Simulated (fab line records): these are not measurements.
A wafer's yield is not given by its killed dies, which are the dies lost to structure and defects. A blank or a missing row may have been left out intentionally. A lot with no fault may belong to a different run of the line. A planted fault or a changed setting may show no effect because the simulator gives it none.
Which tool did it? -- flow n5_finfet -- 11 lots (33 wafers sampled), 1 step of a 1938-step route

## WHAT EACH GAUGE READ, for each wafer
N5_SDB_INSPECT_13: inspects for defects (brightfield).
lot,measured,on,raw_defect_count
L558,day 3 22:22,defect_inspect-02,76 52 93
L559,day 4 06:04,defect_inspect-01,37 51 73
L561,day 4 22:56,defect_inspect-02,96 44 94
L563,day 5 08:08,defect_inspect-02,33 29 34
L565,day 5 17:04,defect_inspect-02,90 60 54
L566,day 5 23:45,defect_inspect-02,63 39 103
L572,day 7 12:43,defect_inspect-02,58 31 39
L575,day 8 11:32,defect_inspect-02,53 31 54
L578,day 9 04:40,defect_inspect-02,67 136 172
L579,day 9 09:55,defect_inspect-01,40 29 40
L580,day 9 12:56,defect_inspect-02,66 58 91

## TOOL THAT RAN EACH LOT (tool first, then ch and the chambers of the sampled wafers, then the start)
Record: no process step prior to these readings.

## THE ANSWER, worked out from the rows above alone
Rule: the lots themselves supply what counts as usual. Put in order of their means at a reading, lots are off if they are a third of the lots or fewer, leave a main group of 4 or more, and stand apart from it by a gap of 3 or more times the standard deviation of the main group's means; of several such gaps the widest counts. A main group whose means are all the same, to the digits that the tables above print for the reading, isn't used. Also off: a lot with no number at a reading for which 4 or more lots have one. Where the step has rows for the other lots, those lots are counted as sound.
No lot is off at any reading shown: from this, nothing can be told.

## WHAT THE SIMULATOR PUT IN
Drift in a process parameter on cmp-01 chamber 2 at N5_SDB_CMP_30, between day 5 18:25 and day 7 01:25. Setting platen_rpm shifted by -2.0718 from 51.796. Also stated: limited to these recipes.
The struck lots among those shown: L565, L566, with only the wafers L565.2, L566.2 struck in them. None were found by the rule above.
